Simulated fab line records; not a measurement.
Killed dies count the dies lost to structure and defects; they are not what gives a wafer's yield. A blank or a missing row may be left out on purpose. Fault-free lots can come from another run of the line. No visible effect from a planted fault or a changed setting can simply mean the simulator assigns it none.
Comparing a struck lot with a sound one | flow nand-harc | 41 steps out of a route of 1302
Sound: these wafers, L969.1, L969.3, L969.5. Wafers struck: L974.1, L974.5, L974.6. At the end, the cause is stated.
For every step that has rows: the tool of each side, followed by ch and its chambers, followed by its first start. Under that, the readings that differ: sound wafers | struck wafers | difference of the means | sigmas: that difference in standard deviations of wafers without a fault.
alike: a reading whose means differ by less than 2 such deviations, as well as words and numbers matching on both sides. not compared: withheld readings; readings where some wafer has no value; bounds like >300 that might hide an equal value; numbers whose values overlap and for which the record gives no deviation.
The two part at a step that has a row with sigmas, a row that says differs or no value, or rows on one side only. Numbers that have no deviation but don't overlap get no sigmas and don't part them. Lack of a reading on every wafer of one side parts them only where that side has two or more wafers.

NHARC_A_M1_INSPECT_11:
  sound on defect-inspect-01, day 25 22:50; struck on defect-inspect-01, day 27 22:35
  reading          | sound    | struck      | difference | sigmas
  raw-defect-count | 25 34 32 | 116 138 131 | +98        | +3
then, 1 step without rows for these wafers: NHARC_A_M1_DESCUM_14 (chemistry O2, time 3 s).
NHARC_A_M1_ETCH_35: etches the open film in N2/H2, target depth 40 nm, overetch 12 nm, time 43.94 s.
  sound on rie-diel-05 ch 2,3, day 25 22:59; struck on rie-diel-12 ch 0,1, day 27 22:44
  reading                     | sound       | struck      | difference | sigmas
  drypump-motor-current-A (A) | 6.4 5.2 6.4 | 5.0 4.9 5.0 | -1.0       | -2
  alike: bias-w, oes-product-au, rf-vpp-V, showerhead-plenum-p-Torr, throttle-valve-pct
  not compared: rf-hours-counter-h
NHARC_A_M1_ETCH_15: etches the open film in C4F8/Ar, target depth 182.5 nm, time 91.2 s.
  sound on rie-diel-05 ch 0,1,3; struck on rie-diel-12 ch 0,1,2
  alike: bias-w, oes-product-au, rf-vpp-V
  not compared: rf-hours-counter-h
NHARC_A_M1_CD_MEAS_16:
  sound on cd-sem-03, day 25 23:12; struck on cd-sem-02, day 27 22:57
  alike: cd-nm
then, 5 steps without rows for these wafers: NHARC_A_M1_STRIP_18 (strips in N2/H2); NHARC_A_M1_ETCH_28 (etches the open film in CF4/N2, target depth 30 nm, time 72.99 s); NHARC_A_M1_STRIP_19 (strips in post etch residue remover, time 600 s); NHARC_A_M1_DEGAS_29 (time 60 s); NHARC_A_M1_PRE_CLEAN_30 (time 30 s).
NHARC_A_M1_PVD_20: deposits TaN, target thk 5 nm, time 8.06 s.
  sound on pvd-sputter-03; struck on pvd-sputter-03
  alike: throttle-valve-pct
then, 1 step without rows for these wafers: NHARC_A_M1_PVD_21 (deposits Cu, target thk 30 nm, time 20.49 s).
NHARC_A_M1_ECD_22: material Cu, target thk 400 nm.
  sound on ecd-cu-01 ch 0,1, day 26 00:20; struck on ecd-cu-01 ch 0,1, day 28 00:02
then, 2 steps without rows for these wafers: NHARC_A_M1_ANNEAL_31 (time 90 s); NHARC_A_M1_CMP_23 (polishes, t overpolish 20 s, target thk 154.34 nm).
NHARC_A_M1_THK_MEAS_24: measures by xrf.
  sound on film-metro-02, day 26 01:18; struck on film-metro-01, day 28 01:05
  alike: thk-nm
after that, 1 step had no rows for these wafers: NHARC_A_M1_SRD_25.
NHARC_A_M1_PRE_CLEAN_32: time 12 s.
  sound on pecvd-01 ch 0,1,2, day 26 01:32; struck on pecvd-01 ch 1,2, day 28 01:20
  alike: heater-power-w
then, 1 step without rows for these wafers: NHARC_A_M1_DEP_33 (deposits SiCN, target thk 30 nm).
NHARC_A_BONDPAD_DEP_00: deposits SiCN, target thk 250 nm.
  sound on pecvd-04 ch 0,1, day 26 02:13; struck on pecvd-04 ch 0,1,2, day 28 01:56
  alike: heater-power-w
then, 1 step without rows for these wafers: NHARC_A_BONDPAD_CMP_29 (polishes SiCN, target thk 200 nm).
NHARC_A_BONDPAD_THK_MEAS_30: measures by ellipsometry.
  sound on film-metro-02, day 26 02:49; struck on film-metro-02, day 28 02:35
  alike: thk-nm
then, 10 steps without rows for these wafers: NHARC_A_BONDPAD_SRD_31; NHARC_A_BONDPAD_DEHYDRATE_01 (time 120 s); NHARC_A_BONDPAD_HMDS_02 (time 30 s); NHARC_A_BONDPAD_COAT_33 (time 65 s); NHARC_A_BONDPAD_COAT_03 (resist thk 600 nm); NHARC_A_BONDPAD_SOFTBAKE_04 (time 70 s); NHARC_A_BONDPAD_EBR_05; NHARC_A_BONDPAD_EXPOSE_06 (exposes mask A BPAD); NHARC_A_BONDPAD_PEB_07 (peb time 80 s); NHARC_A_BONDPAD_DEVELOP_08 (time 50 s).
NHARC_A_BONDPAD_CD_MEAS_09 targets a cd of 500 nm.
  sound on cd-sem-03 ch 0, day 26 03:16; struck on cd-sem-02 ch 0, day 28 03:10
  alike: cd-nm
NHARC_A_BONDPAD_OVL_MEAS_35:
  sound on overlay-02, day 26 03:20; struck on overlay-02, day 28 03:15
  reading           | sound    | struck   | difference | sigmas
  overlay-x-nm (nm) | 11 11 11 | -3 -3 -3 | -14        | -2
  alike: overlay-y-nm
then, 4 steps without rows for these wafers: NHARC_A_BONDPAD_HARDBAKE_10 (time 65 s); NHARC_A_BONDPAD_DESCUM_11 (chemistry O2, time 3 s); NHARC_A_BONDPAD_ETCH_34 (etches the open film in N2/H2, target depth 60 nm, overetch 18 nm, time 65.91 s); NHARC_A_BONDPAD_ETCH_12 (etches the open film in CHF3/O2, target depth 220 nm, time 110 s).
NHARC_A_BONDPAD_CD_MEAS_13:
  sound on cd-sem-02, day 26 03:49; struck on cd-sem-01, day 28 03:44
  alike: cd-nm
then, 1 step without rows for these wafers: NHARC_A_BONDPAD_STRIP_15 (strips in O2).
NHARC_END_SORT_01:
  sound on prober-02 ch 0, day 27 12:32; struck on prober-01 ch 0, day 29 15:47
  reading                  | sound | struck         | difference | sigmas
  defect-limited-yield (%) | 96.2  | 12.9 10.9 11.8 | -84.3      | -28
  killed-at-array          | 25    | 590 603 594    | +571       | +29
  killed-dies              | 26    | 590 603 597    | +571       | +29
  alike: killed-at-other, killed-at-periphery, killed-open, killed-short

WHERE THEY PART
First at NHARC_A_M1_INSPECT_11; last, within this record, at NHARC_END_SORT_01.

WHY: what the simulator had put in
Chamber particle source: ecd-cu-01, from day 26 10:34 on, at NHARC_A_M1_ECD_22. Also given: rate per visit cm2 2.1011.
